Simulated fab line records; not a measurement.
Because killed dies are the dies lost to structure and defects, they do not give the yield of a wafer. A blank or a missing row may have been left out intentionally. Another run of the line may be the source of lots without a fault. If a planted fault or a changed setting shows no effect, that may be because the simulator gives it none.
A struck lot beside a sound one || flow nandHarc || 15 steps out of a route of 1302
Sound: the wafers L248.3, L248.5, L248.6. Wafers struck: L239.1, L239.4, L239.5. At the end, the cause is stated.
Order at every step that has rows: each side's tool, ch and its chambers, its first start. Under that, the readings that differ: sound wafers || struck wafers || difference of the means || sigmas: that difference in standard deviations of wafers without a fault.
alike: words and numbers the same on both sides, and readings whose means are apart by under 2 such deviations; not compared: readings that were withheld, readings missing a value for some wafer, numbers with overlapping values and no deviation given by the record, and bounds like >300 which may hide the same value.
A row with sigmas, a row that says differs or no value, or rows on one side alone: a step with any of these is where the two part. Non-overlapping numbers with no deviation appear without sigmas and do not part them. A reading missing from all wafers of one side parts the sides only when that side holds two or more wafers.

first, 1 step without rows for these wafers: NHARC_A_CHANNEL_HOLE_D2_SRD_30.
NHARC_A_CHANNEL_HOLE_D2_CD_MEAS_31:
  sound: cdSem-01 at day 20 08:36; struck: cdSem-02 at day 16 15:28
  alike: cdNm
then, 1 step without rows for these wafers: NHARC_A_CHANNEL_HOLE_D2_XSEM_32.
NHARC_A_CHANNEL_HOLE_D2_INSPECT_40:
  sound: defectInspect-01 at day 20 08:47; struck: defectInspect-02 at day 16 15:40
  alike: rawDefectCount
then, 2 steps without rows for these wafers: NHARC_A_CHANNEL_FILL_D2_PRECLEAN_00 (cleans in SC1); NHARC_A_CHANNEL_FILL_D2_SRD_01.
NHARC_A_CHANNEL_FILL_D2_ALD_02: deposits SiO2, target thk 6 nm, pulse time 10 s, ald cycles 60.
  sound on aldHk-02 ch 0,1,3, day 20 09:38; struck on aldHk-04 ch 1,2,3, day 16 15:52
  alike: heaterPowerW, precursorPulseHeightRel
then, 1 step without rows for these wafers: NHARC_A_CHANNEL_FILL_D2_ALD_03 (deposits SiNx, target thk 6 nm, pulse time 60 s, ald cycles 58).
NHARC_A_CHANNEL_FILL_D2_ALD_14: deposits SiO2, target thk 2.5 nm, pulse time 10 s, ald cycles 25.
  sound on aldHk-02 ch 1,2, day 20 16:28; struck on aldHk-03 ch 0,1,3, day 16 22:56
  alike: heaterPowerW, precursorPulseHeightRel
NHARC_A_CHANNEL_FILL_D2_ALD_15: deposits SiNx, target thk 2 nm, pulse time 60 s, ald cycles 19.
  sound on aldSinBatch-02 ch 0, day 20 19:37; struck on aldSinBatch-03 ch 0
  alike: chamberPressureTorr, precursorPulseHeightRel
NHARC_A_CHANNEL_FILL_D2_ALD_16: deposits SiO2, target thk 1.5 nm, pulse time 10 s, ald cycles 15.
  sound on aldHk-03 ch 0,2,3, day 20 21:43; struck on aldHk-02 ch 0,1,3, day 17 04:02
  alike: heaterPowerW, precursorPulseHeightRel
then, 1 step without rows for these wafers: NHARC_A_CHANNEL_FILL_D2_ANNEAL_17 (time 1800 s).
NHARC_A_CHANNEL_FILL_D2_CVD_18: deposits poly-Si, target thk 3 nm.
  sound on lpcvdPoly-04 ch 0, day 21 06:53; struck on lpcvdPoly-02 ch 0, day 17 17:37
  alike: spikeTcBottomC, spikeTcUpperC
NHARC_A_CHANNEL_FILL_D2_ETCHBACK_19: etches the open film in HBr/Cl2, target depth 5 nm, time 1.7 s.
  sound on rieSi-03 ch 1,2,3, day 21 08:59; struck on rieSi-06 ch 0,2, day 17 20:02
  alike: drypumpMotorCurrentA, oesProductAu, throttleValvePct
  not compared: rfHoursCounterH
-- the record jumps here: 11 days lie between the struck wafers' starts before and after (it left off in module A_CHANNEL_FILL_D2 and takes up again in module END, whose first step shown is number 1302 of the route) --
NHARC_END_SORT_01:
  only the struck wafers appear in the record here, on prober-02 ch 0 at day 29 01:04; the sound ones have no rows

== WHERE THEY PART ==
At NHARC_END_SORT_01 and nowhere else, as far as this record goes.

WHY: what had been put in by the simulator
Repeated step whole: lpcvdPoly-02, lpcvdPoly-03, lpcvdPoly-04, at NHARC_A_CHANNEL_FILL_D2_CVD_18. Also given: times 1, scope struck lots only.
